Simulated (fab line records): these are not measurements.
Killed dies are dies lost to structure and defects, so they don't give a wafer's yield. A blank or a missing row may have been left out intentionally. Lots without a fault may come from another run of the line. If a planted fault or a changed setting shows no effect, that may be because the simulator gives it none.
Which tool did it? -- flow nand harc -- 24 lots with 72 wafers sampled at 6 steps, on a route of 1302 steps

== WHAT THE GAUGES SHOWED, per wafer ==
No reading from a measuring or inspecting step in the record can be judged against a usual standard deviation.

== WHAT TOOL EACH LOT RAN ON (gives the tool, then ch and the chambers of the sampled wafers, and finally the start) ==
lot,NHARC_A_STAIRCASE_ETCH_253,NHARC_A_STAIRCASE_HM_OPEN_457,NHARC_A_STAIRCASE_HM_DEP_462,NHARC_A_STAIRCASE_ETCH_315,NHARC_A_SGD_CUT_STRIP_17,NHARC_A_SGD_CUT_CMP_21
L075,"rie diel-02 ch 0,2,3, day 16 07:55","rie diel-13 ch 1,2, day 17 01:49 or earlier","acl dep-03 ch 0, day 17 01:49","rie diel-02 ch 0,1,2, day 19 20:04 or earlier","rie diel-04 ch 1,2,3, day 19 20:04 or earlier","cmp-01 ch 0,2,3, day 19 20:04"
L074,"rie diel-02 ch 0,1,2, day 16 08:11","rie diel-02 ch 0,2,3, day 17 01:59 or earlier","acl dep-02 ch 0, day 17 01:59","rie diel-13 ch 0,1,3, day 19 20:01 or earlier","rie diel-06 ch 0,2,3, day 19 20:01 or earlier","cmp-03 ch 0,2,3, day 19 20:01"
L076,"rie diel-12 ch 0,1,2, day 17 05:44","rie diel-13 ch 1,2,3, day 17 18:47 or earlier","acl dep-03 ch 0, day 17 18:47","rie diel-02 ch 0,2, day 20 07:48 or earlier","rie diel-04 ch 0,1,2, day 20 07:48 or earlier","cmp-03 ch 0,1,3, day 20 07:48"
L077,"rie diel-12 ch 1,2,3, day 17 23:55","rie diel-12 ch 0,1,3, day 18 17:24 or earlier","acl dep-03 ch 0, day 18 17:24","rie diel-12 ch 0,3, day 21 05:11 or earlier","rie diel-06 ch 1,3, day 21 05:11 or earlier","cmp-03 ch 1,2,3, day 21 05:11"
L079,"rie diel-13 ch 0,2,3, day 18 06:43","rie diel-13 ch 0,1,2, day 19 00:23 or earlier","acl dep-03 ch 0, day 19 00:23","rie diel-12 ch 0,2,3, day 21 16:25 or earlier","rie diel-04 ch 1,2,3, day 21 16:25 or earlier","cmp-04 ch 0,1,2, day 21 16:25"
L078,"rie diel-13 ch 1,2, day 18 07:14","rie diel-02 ch 0,2,3, day 19 04:52 or earlier","acl dep-03 ch 0, day 19 04:52","rie diel-02 ch 0,1,2, day 22 07:37 or earlier","rie diel-04 ch 2,3, day 22 07:37 or earlier","cmp-04 ch 0,2,3, day 22 07:37"
L081,"rie diel-13 ch 0,2, day 18 22:53","rie diel-02 ch 0,1,2, day 19 18:23 or earlier","acl dep-03 ch 0, day 19 18:23","rie diel-13 ch 0,2,3, day 22 14:39 or earlier","rie diel-06 ch 0,1,3, day 22 14:39 or earlier","cmp-03 ch 1,2,3, day 22 14:39"
L080,"rie diel-13 ch 0,1,3, day 19 01:40","rie diel-12 ch 0,1,2, day 19 19:34 or earlier","acl dep-02 ch 0, day 19 19:34","rie diel-02 ch 0,1, day 22 17:50 or earlier","rie diel-07 ch 0,2,3, day 22 17:50 or earlier","cmp-03 ch 0,1,3, day 22 17:50"
L082,"rie diel-02 ch 0,1, day 19 14:05","rie diel-13 ch 0,1,2, day 20 05:04 or earlier","acl dep-03 ch 0, day 20 05:04","rie diel-13 ch 1,2,3, day 23 01:08 or earlier","rie diel-04 ch 0,1,3, day 23 01:08 or earlier","cmp-04 ch 0,1,2, day 23 01:08"
L083,"rie diel-13 ch 0,2,3, day 19 18:47","rie diel-13 ch 2,3, day 20 08:18 or earlier","acl dep-01 ch 0, day 20 08:18","rie diel-12 ch 0,3, day 23 01:08 or earlier","rie diel-07 ch 1,2, day 23 01:08 or earlier","cmp-03 ch 0,1,3, day 23 01:08"
L084,"rie diel-13 ch 1,2,3, day 20 10:52","rie diel-02 ch 0,2,3, day 21 00:14 or earlier","acl dep-02 ch 0, day 21 00:14","rie diel-12 ch 0,1, day 23 15:38 or earlier","rie diel-07 ch 2,3, day 23 15:38 or earlier","cmp-01 ch 1,2,3, day 23 15:38"
L085,"rie diel-02 ch 0,3, day 20 20:32","rie diel-12 ch 0,1,3, day 21 11:43 or earlier","acl dep-02 ch 0, day 21 11:43","rie diel-13 ch 0,2, day 24 07:07 or earlier","rie diel-07 ch 0,1,2, day 24 07:07 or earlier","cmp-04 ch 0,3, day 24 07:07"
L086,"rie diel-13 ch 0,3, day 21 06:11","rie diel-13 ch 0,1, day 22 03:49 or earlier","acl dep-03 ch 0, day 22 03:49","rie diel-02 ch 1,2,3, day 24 14:41 or earlier","rie diel-06 ch 0,1,3, day 24 14:41 or earlier","cmp-04 ch 0,2,3, day 24 14:41"
L087,"rie diel-02 ch 0,1,3, day 21 06:44","rie diel-12 ch 0,2,3, day 22 03:29 or earlier","acl dep-01 ch 0, day 22 03:29","rie diel-13 ch 0,1,3, day 24 14:38 or earlier","rie diel-07 ch 0,2,3, day 24 14:38 or earlier","cmp-01 ch 0,2,3, day 24 14:38"
L088,"rie diel-12 ch 1,2,3, day 22 12:21","rie diel-13 ch 2,3, day 23 07:26 or earlier","acl dep-03 ch 0, day 23 07:26","rie diel-02 ch 1,2,3, day 26 01:01 or earlier","rie diel-07 ch 0,2, day 26 01:01 or earlier","cmp-01 ch 1,2, day 26 01:01"
L089,"rie diel-12 ch 0,3, day 22 17:46","rie diel-12 ch 1,2,3, day 23 07:46 or earlier","acl dep-01 ch 0, day 23 07:46","rie diel-13 ch 0,1,2, day 26 01:02 or earlier","rie diel-06 ch 0,1, day 26 01:02 or earlier","cmp-03 ch 1,3, day 26 01:02"
L090,"rie diel-02 ch 1,3, day 23 03:33","rie diel-13 ch 1,2,3, day 23 15:20 or earlier","acl dep-02 ch 0, day 23 15:20","rie diel-02 ch 0,1, day 26 11:00 or earlier","rie diel-07 ch 0,2,3, day 26 11:00 or earlier","cmp-03 ch 0,1,3, day 26 11:00"
L091,"rie diel-02 ch 2,3, day 23 04:07","rie diel-12 ch 1,3, day 23 17:34 or earlier","acl dep-03 ch 0, day 23 17:34","rie diel-12 ch 0,2,3, day 26 11:00 or earlier","rie diel-06 ch 0,3, day 26 11:00 or earlier","cmp-04 ch 0,1,2, day 26 11:00"
L092,"rie diel-12 ch 1,2, day 23 13:55","rie diel-13 ch 1,2,3, day 24 06:52 or earlier","acl dep-02 ch 0, day 24 06:52","rie diel-12 ch 1,2,3, day 27 02:17 or earlier","rie diel-04 ch 1,2, day 27 02:17 or earlier","cmp-03 ch 1,2,3, day 27 02:17"
L093,"rie diel-12 ch 0,2,3, day 24 02:09","rie diel-12 ch 2,3, day 24 21:58 or earlier","acl dep-01 ch 0, day 24 21:58","rie diel-12 ch 0,1,3, day 27 12:51 or earlier","rie diel-06 ch 0,1, day 27 12:51 or earlier","cmp-03 ch 0,2, day 27 12:51"
L096,"rie diel-12 ch 0,1, day 24 21:45","rie diel-13 ch 2,3, day 25 11:28 or earlier","acl dep-01 ch 0, day 25 11:28","rie diel-13 ch 2,3, day 27 23:11 or earlier","rie diel-06 ch 0,1,2, day 27 23:11 or earlier","cmp-03 ch 0,3, day 27 23:11"
L094,"rie diel-12 ch 1,3, day 24 22:01","rie diel-12 ch 0,2,3, day 25 14:50 or earlier","acl dep-02 ch 0, day 25 14:50","rie diel-12 ch 0,2,3, day 27 23:11 or earlier","rie diel-07 ch 1,2,3, day 27 23:11 or earlier","cmp-01 ch 0,2,3, day 27 23:11"
L095,"rie diel-12 ch 0,1,3, day 24 23:46","rie diel-12 ch 1,2, day 25 17:11 or earlier","acl dep-03 ch 0, day 25 17:11","rie diel-13 ch 2,3, day 28 02:15 or earlier","rie diel-04 ch 1,2, day 28 02:15 or earlier","cmp-01 ch 1,2,3, day 28 02:15"
L097,"rie diel-13 ch 0,1, day 25 18:52","rie diel-02 ch 0,2, day 26 12:29 or earlier","acl dep-03 ch 0, day 26 12:29","rie diel-02 ch 0,2,3, day 29 03:56 or earlier","rie diel-07 ch 0,2, day 29 03:56 or earlier","cmp-04 ch 1,2,3, day 29 03:56"
- NHARC_A_STAIRCASE_ETCH_253: etches the open film in C4F8/O2, target depth 50 nm, time 20.2 s.
- NHARC_A_STAIRCASE_HM_OPEN_457: chemistry O2/COS.
- NHARC_A_STAIRCASE_HM_DEP_462: deposits aC, target thk 800 nm.
- NHARC_A_STAIRCASE_ETCH_315: etches the open film in C4F8/O2/Ar, target depth 2500 nm, time 607.1 s.
- NHARC_A_SGD_CUT_STRIP_17: strips in O2.
- NHARC_A_SGD_CUT_CMP_21: polishes, target thk 148.19 nm.

== AS READ BY THE TOOLS THEMSELVES (means over the sampled wafers that have a number; for cases with no such wafer, the mark the record gives instead) ==
NHARC_A_STAIRCASE_ETCH_253.
lot,tool,oes product au (a.u.),rf vpp V (V)
L075,rie diel-02,0.950,896
L074,rie diel-02,0.985,896
L076,rie diel-12,0.971,890
L077,rie diel-12,0.951,894
L079,rie diel-13,0.977,896
L078,rie diel-13,0.958,889
L081,rie diel-13,0.959,893
L080,rie diel-13,0.977,894
L082,rie diel-02,0.945,905
L083,rie diel-13,0.923,896
L084,rie diel-13,0.969,892
L085,rie diel-02,0.955,895
L086,rie diel-13,0.958,898
L087,rie diel-02,0.952,900
L088,rie diel-12,0.978,899
L089,rie diel-12,0.959,894
L090,rie diel-02,0.974,900
L091,rie diel-02,0.945,891
L092,rie diel-12,0.953,902
L093,rie diel-12,0.927,898
L096,rie diel-12,0.958,892
L094,rie diel-12,0.957,897
L095,rie diel-12,0.967,893
L097,rie diel-13,0.964,892

NHARC_A_STAIRCASE_HM_OPEN_457.
lot,tool,drypump motor current A (A),oes product au (a.u.),rf vpp V (V),showerhead plenum p Torr (Torr),throttle valve pct (%)
L075,rie diel-13,5.9,0.997,465,2.95,28.329
L074,rie diel-02,6.1,0.993,468,3.15,28.340
L076,rie diel-13,5.6,1.016,466,3.05,28.319
L077,rie diel-12,5.7,1.009,466,3.08,28.338
L079,rie diel-13,5.9,0.999,465,3.00,28.330
L078,rie diel-02,6.1,0.998,468,3.14,28.329
L081,rie diel-02,5.8,0.994,470,3.25,28.342
L080,rie diel-12,5.5,1.003,465,2.97,28.331
L082,rie diel-13,5.9,1.004,464,2.99,28.323
L083,rie diel-13,5.3,0.995,466,3.05,28.320
L084,rie diel-02,6.1,0.997,467,3.14,28.333
L085,rie diel-12,5.7,0.999,465,3.07,28.326
L086,rie diel-13,6.3,0.999,464,2.97,28.342
L087,rie diel-12,5.2,1.002,467,3.16,28.337
L088,rie diel-13,5.3,1.011,465,3.04,28.329
L089,rie diel-12,5.8,1.008,470,3.21,28.339
L090,rie diel-13,5.7,1.001,465,3.03,28.328
L091,rie diel-12,6.0,1.008,467,3.15,28.331
L092,rie diel-13,5.7,1.003,464,3.03,28.329
L093,rie diel-12,5.3,1.009,471,3.30,28.329
L096,rie diel-13,5.4,1.008,468,3.12,28.329
L094,rie diel-12,5.2,1.000,468,3.15,28.329
L095,rie diel-12,6.0,1.007,468,3.16,28.336
L097,rie diel-02,6.3,0.994,467,3.13,28.317

NHARC_A_STAIRCASE_HM_DEP_462.
lot,tool,throttle valve pct (%)
L075,acl dep-03,34.994
L074,acl dep-02,34.992
L076,acl dep-03,35.009
L077,acl dep-03,34.995
L079,acl dep-03,35.005
L078,acl dep-03,35.003
L081,acl dep-03,34.995
L080,acl dep-02,34.997
L082,acl dep-03,35.003
L083,acl dep-01,35.003
L084,acl dep-02,35.001
L085,acl dep-02,34.989
L086,acl dep-03,35.002
L087,acl dep-01,34.995
L088,acl dep-03,35.000
L089,acl dep-01,34.987
L090,acl dep-02,34.995
L091,acl dep-03,34.998
L092,acl dep-02,35.000
L093,acl dep-01,35.001
L096,acl dep-01,34.996
L094,acl dep-02,34.996
L095,acl dep-03,35.002
L097,acl dep-03,34.996

NHARC_A_STAIRCASE_ETCH_315.
lot,tool,oes product au (a.u.),rf vpp V (V)
L075,rie diel-02,0.936,1825
L074,rie diel-13,0.928,1824
L076,rie diel-02,0.955,1830
L077,rie diel-12,0.927,1817
L079,rie diel-12,0.935,1816
L078,rie diel-02,0.921,1837
L081,rie diel-13,0.932,1825
L080,rie diel-02,0.924,1845
L082,rie diel-13,0.936,1820
L083,rie diel-12,0.942,1818
L084,rie diel-12,0.936,1814
L085,rie diel-13,0.925,1817
L086,rie diel-02,0.944,1828
L087,rie diel-13,0.940,1823
L088,rie diel-02,0.930,1827
L089,rie diel-13,0.927,1815
L090,rie diel-02,0.934,1843
L091,rie diel-12,0.937,1829
L092,rie diel-12,0.942,1833
L093,rie diel-12,0.930,1822
L096,rie diel-13,0.934,1827
L094,rie diel-12,0.931,1829
L095,rie diel-13,0.940,1826
L097,rie diel-02,0.924,1825

NHARC_A_SGD_CUT_STRIP_17.
lot,tool,drypump motor current A (A),oes product au (a.u.),rf vpp V (V),showerhead plenum p Torr (Torr),throttle valve pct (%)
L075,rie diel-04,5.9,0.989,57.6,3.50,17.036
L074,rie diel-06,5.9,1.005,57.8,3.49,17.037
L076,rie diel-04,5.4,1.014,57.6,3.58,17.039
L077,rie diel-06,5.5,1.013,58.3,3.55,17.035
L079,rie diel-04,5.9,0.994,57.6,3.50,17.041
L078,rie diel-04,6.2,1.003,58.5,3.42,17.040
L081,rie diel-06,5.8,1.009,58.0,3.60,17.039
L080,rie diel-07,6.0,0.997,56.9,3.52,17.039
L082,rie diel-04,5.7,0.994,57.6,3.55,17.036
L083,rie diel-07,5.5,1.002,57.8,3.40,17.043
L084,rie diel-07,5.9,0.988,58.3,3.52,17.037
L085,rie diel-07,5.6,0.997,57.5,3.39,17.042
L086,rie diel-06,5.8,1.005,57.3,3.60,17.033
L087,rie diel-07,6.0,0.998,57.5,3.52,17.034
L088,rie diel-07,5.7,0.991,57.1,3.40,17.036
L089,rie diel-06,6.0,0.990,57.8,3.65,17.034
L090,rie diel-07,6.1,0.998,58.6,3.51,17.039
L091,rie diel-06,5.6,1.005,58.0,3.55,17.035
L092,rie diel-04,5.6,1.010,57.3,3.53,17.035
L093,rie diel-06,6.1,0.995,58.0,3.65,17.042
L096,rie diel-06,6.1,0.989,57.8,3.54,17.033
L094,rie diel-07,5.8,0.992,57.5,3.51,17.031
L095,rie diel-04,5.6,1.005,57.3,3.53,17.034
L097,rie diel-07,5.9,0.999,57.5,3.39,17.039

NHARC_A_SGD_CUT_CMP_21.
lot,tool,motor current A (A),pad life wafers,time to endpoint s (s)
L075,cmp-01,11.4,284,52
L074,cmp-03,12.3,355,47
L076,cmp-03,12.7,8,53
L077,cmp-03,12.3,98,50
L079,cmp-04,11.7,289,50
L078,cmp-04,11.8,21,51
L081,cmp-03,13.1,188,49
L080,cmp-03,12.6,200,46
L082,cmp-04,11.4,92,52
L083,cmp-03,12.9,218,50
L084,cmp-01,12.5,242,50
L085,cmp-04,11.8,192,56
L086,cmp-04,11.8,200,52
L087,cmp-01,11.6,344,49
L088,cmp-01,12.0,68,53
L089,cmp-03,13.1,158,49
L090,cmp-03,13.0,230,46
L091,cmp-04,11.7,20,51
L092,cmp-03,13.0,296,49
L093,cmp-03,10.9,344,49
L096,cmp-03,12.2,396,48
L094,cmp-01,12.0,296,50
L095,cmp-01,12.4,309,53
L097,cmp-04,12.3,236,52

== THE ANSWER, worked out from the rows above alone ==
Rule: usual is defined by the lots themselves. Put in order of their means at a reading, lots are off if they are a third of the lots or fewer, leave a main group of 4 or more, and stand apart from it by a gap of 3 or more times the standard deviation of the main group's means; of several such gaps the widest counts. A main group whose means are all the same, to the digits that the tables above print for the reading, isn't used. A lot without any number at a reading at which 4 lots or more have one is off too. Any other lot the step has rows for is counted as sound. After the gauges, taken in route order, come the tools' own readings; for these a lot's mean is taken, as printed above. The first step at which some lot is off is used, and at that step the reading that is off furthest; a lot without a number counts as furthest.
No lot is off at any reading shown: from this, nothing can be told.

== WHAT THE SIMULATOR HAD PUT IN ==
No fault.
